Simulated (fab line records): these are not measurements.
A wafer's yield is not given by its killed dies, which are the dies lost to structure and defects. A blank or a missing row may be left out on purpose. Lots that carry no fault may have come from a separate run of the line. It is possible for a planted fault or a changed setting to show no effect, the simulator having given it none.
Problem report in the 8D (eight disciplines) form, filled by code    flow nand harc    the parts of the form that need people (team, actions taken, sign-off) are left out

## 1. WHAT WENT WRONG
On 3 wafers of 1 lot, killed at other at NHARC_END_SORT_01 has a mean of 607.3; fault-free wafers read 0.9, standard deviation 1.1. So: +99 or more standard deviations from the usual mean.
Seen first at day 26 19:14 on prober-01, wafer L255.1. The record holds 33 wafers of 12 lots with a number at this step. Rule for "out", or "out of limits": more than 4 standard deviations from the usual mean. The other wafers with a number count as sound.

## 2. WHAT IT IS, AND WHAT IT ISN'T
question                     is                                                                                                                   is not
which readings at this step  killed at other, defect limited yield, killed dies, sort_bin_2_pct, sort n pass, sort rim yield pct, sort yield pct  killed at array, killed at periphery, killed open, sort_bin_4_pct
which lots                   L255                                                                                                                 L252, L253, L264, L265, L266, L267, L268, L269, L271, L272, L274
which wafers of those lots   all that have a number                                                                                               -
read on which gauges         prober-01                                                                                                            prober-02
when                         from day 26 19:14                                                                                                    up to then (6 sound wafers); but 24 sound wafers of L264, L265, L266, L267, L268, L269, L271, L272, L274 came after

## 3. WHAT RULES OUT EACH SUSPECT
Counting: a tool at any process step up to the reading remains a suspect when it ran all the lots that are out and ran no sound lot after the first of those.
- the gauge at NHARC_END_SORT_01: kept. All the wafers that are out were read on prober-01, and no step on other tools shows them out.
- rie diel-01 at NHARC_A_BONDPAD_STRIP_15 (strips in O2): kept. It ran the lot that is out, L255 (day 25 12:50), and no sound lot after that.
- grinder-01 at NHARC_THIN_TSV_GRIND_00: ruled out as a lasting fault. Sound lots L264, L266, L265, L267, L269, L268, L271, L272, L274 ran on it after its first lot that is out, L255 (day 26 01:46).
- cmp-02 at NHARC_THIN_TSV_CMP_01 (polishes): ruled out as a lasting fault. Sound lots L265, L271, L274 ran on it after its first lot that is out, L255 (day 26 03:02).
After counting, rie diel-01 at NHARC_A_BONDPAD_STRIP_15 and prober-01 at NHARC_END_SORT_01 remain.

## 4. THE CAUSE (what the simulator had put in)
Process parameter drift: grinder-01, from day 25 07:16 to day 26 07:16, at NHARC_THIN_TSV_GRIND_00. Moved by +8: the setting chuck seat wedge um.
Counting ruled it out, wrongly: the rule takes a fault to strike every lot that its tool runs from its start on, and this one did not.

## 5. THE EFFECT CHAIN, in route order
One row per reading whose mean, taken over the struck wafers that have a number, lies over 3 standard deviations from the usual. Readings are gone through only where the record gives a usual standard deviation; hours: the median, over the lots, of the time from a lot's start at the first step in this table giving one to that lot's start at this step; sigmas: the change measured in usual standard deviations.
hours  step               reading               usual   on struck wafers  change  sigmas
0      NHARC_END_SORT_01  defect limited yield  92.3 %  0.0               -92.3   -34
0      NHARC_END_SORT_01  killed at other       0.9     607.3             +606.4  +99 or more
0      NHARC_END_SORT_01  killed dies           52      677               +625    +35
0      NHARC_END_SORT_01  sort_bin_2_pct        2.7 %   93.6              +90.9   +76
0      NHARC_END_SORT_01  sort n pass           625     0                 -625    -35
0      NHARC_END_SORT_01  sort rim yield pct    89 %    0                 -89     -20
0      NHARC_END_SORT_01  sort yield pct        92.3 %  0.0               -92.3   -34

## 6. HOW IT WOULD HAVE BEEN CAUGHT EARLIER
36 hours passed between the start of the fault at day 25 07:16 and the first reading out of limits at a measuring or inspecting step in this record, taken at day 26 19:14.
Of the tool readings at NHARC_THIN_TSV_GRIND_00 for which the record gives a usual standard deviation, none was out on any struck wafer, so an alarm limit of 4 standard deviations on them would not have fired.
